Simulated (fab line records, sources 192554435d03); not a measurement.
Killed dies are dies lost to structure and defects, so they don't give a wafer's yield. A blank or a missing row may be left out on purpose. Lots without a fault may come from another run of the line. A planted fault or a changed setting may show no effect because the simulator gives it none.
Chamber matching | flow n5_finfet | N5_BEOL_M3_CO_CAP_55 on cvd_co-02: 3 sister chambers
The step material Co, precursor CCTBA/H2, target thk 2 nm, time 102.1 s. 6 wafers are shown with their chamber, then 12 later ones without.

WAFERS WITH THEIR CHAMBER
wafer  | chamber | heater_power_outer_w (W) | heater_power_w (W)
L088.1 | 2       | 132                      | 242
L089.3 | 1       | 123                      | 233
L089.5 | 1       | 121                      | 237
L092.1 | 2       | 133                      | 239
L092.2 | 0       | 119                      | 223
L092.6 | 0       | 116                      | 225

WAFERS WITHOUT THEIR CHAMBER
wafer  | heater_power_outer_w (W) | heater_power_w (W)
L091.1 | 117                      | 227
L091.2 | 125                      | 240
L091.4 | 133                      | 241
L094.1 | 135                      | 240
L094.3 | 118                      | 221
L094.4 | 116                      | 220
L096.1 | 114                      | 224
L096.5 | 121                      | 236
L096.6 | 135                      | 237
L097.2 | 126                      | 238
L097.5 | 125                      | 236
L097.6 | 134                      | 243

WHICH CHAMBER EACH WENT THROUGH
wafer  | from the rows above     | in truth
L091.1 | 0                       | 0
L091.2 | can't be placed: 1 or 2 | 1
L091.4 | 2                       | 2
L094.1 | 2                       | 2
L094.3 | 0                       | 0
L094.4 | 0                       | 0
L096.1 | 0                       | 0
L096.5 | 1                       | 1
L096.6 | 2                       | 2
L097.2 | can't be placed: 1 or 2 | 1
L097.5 | 1                       | 1
L097.6 | 2                       | 2
Placed correctly: 10 of 12. Can't be placed from these rows: 2 (the true chamber is among the candidates in 2). Placed wrongly: 0.
How it was worked out, from the rows above alone: a wafer's distance from a chamber is the root of the sum, over the readings, of the square of ((its reading less the chamber's mean) divided by the reading's scatter). The wafer belongs to the nearest chamber; if the next one is less than 2 further off, it can't be placed. A chamber's mean is the mean of its shown wafers. The scatter: the root of (the sum of the squares of (reading less its chamber's mean) over the shown wafers, divided by (wafers less chambers)).
